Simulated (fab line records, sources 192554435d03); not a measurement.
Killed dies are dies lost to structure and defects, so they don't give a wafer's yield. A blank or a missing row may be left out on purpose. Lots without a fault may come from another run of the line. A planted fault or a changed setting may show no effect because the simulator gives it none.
Chamber matching | flow n5_finfet | N5_FIN_SAQP_ETCH_69 on rie_diel-01: 4 sister chambers
The step etches SOC in N2/H2, stops on SiNx, target depth 150 nm. 8 wafers are shown with their chamber, then 8 later ones without.

WAFERS WITH THEIR CHAMBER
wafer  | chamber | drypump_motor_current_A (A) | showerhead_plenum_p_Torr (Torr)
L077.2 | 2       | 5.1                         | 2.56
L081.1 | 3       | 5.8                         | 2.67
L081.2 | 0       | 6.3                         | 2.53
L081.3 | 2       | 5.1                         | 2.55
L081.4 | 1       | 5.2                         | 2.47
L081.5 | 0       | 6.3                         | 2.53
L081.6 | 3       | 5.7                         | 2.67
L086.3 | 1       | 5.2                         | 2.46

WAFERS WITHOUT THEIR CHAMBER
wafer  | drypump_motor_current_A (A) | showerhead_plenum_p_Torr (Torr)
L086.4 | 5.8                         | 2.66
L086.5 | 6.3                         | 2.52
L087.3 | 5.2                         | 2.46
L087.5 | 5.2                         | 2.46
L087.6 | 5.7                         | 2.66
L097.4 | 5.8                         | 2.65
L097.5 | 6.3                         | 2.51
L097.6 | 5.7                         | 2.65

WHICH CHAMBER EACH WENT THROUGH
wafer  | from the rows above | in truth
L086.4 | 3                   | 3
L086.5 | 0                   | 0
L087.3 | 1                   | 1
L087.5 | 1                   | 1
L087.6 | 3                   | 3
L097.4 | 3                   | 3
L097.5 | 0                   | 0
L097.6 | 3                   | 3
Placed correctly: 8 of 8. Can't be placed from these rows: 0. Placed wrongly: 0.
How it was worked out, from the rows above alone: a wafer's distance from a chamber is the root of the sum, over the readings, of the square of ((its reading less the chamber's mean) divided by the reading's scatter). The wafer belongs to the nearest chamber; if the next one is less than 2 further off, it can't be placed. A chamber's mean is the mean of its shown wafers. The scatter: the root of (the sum of the squares of (reading less its chamber's mean) over the shown wafers, divided by (wafers less chambers)).
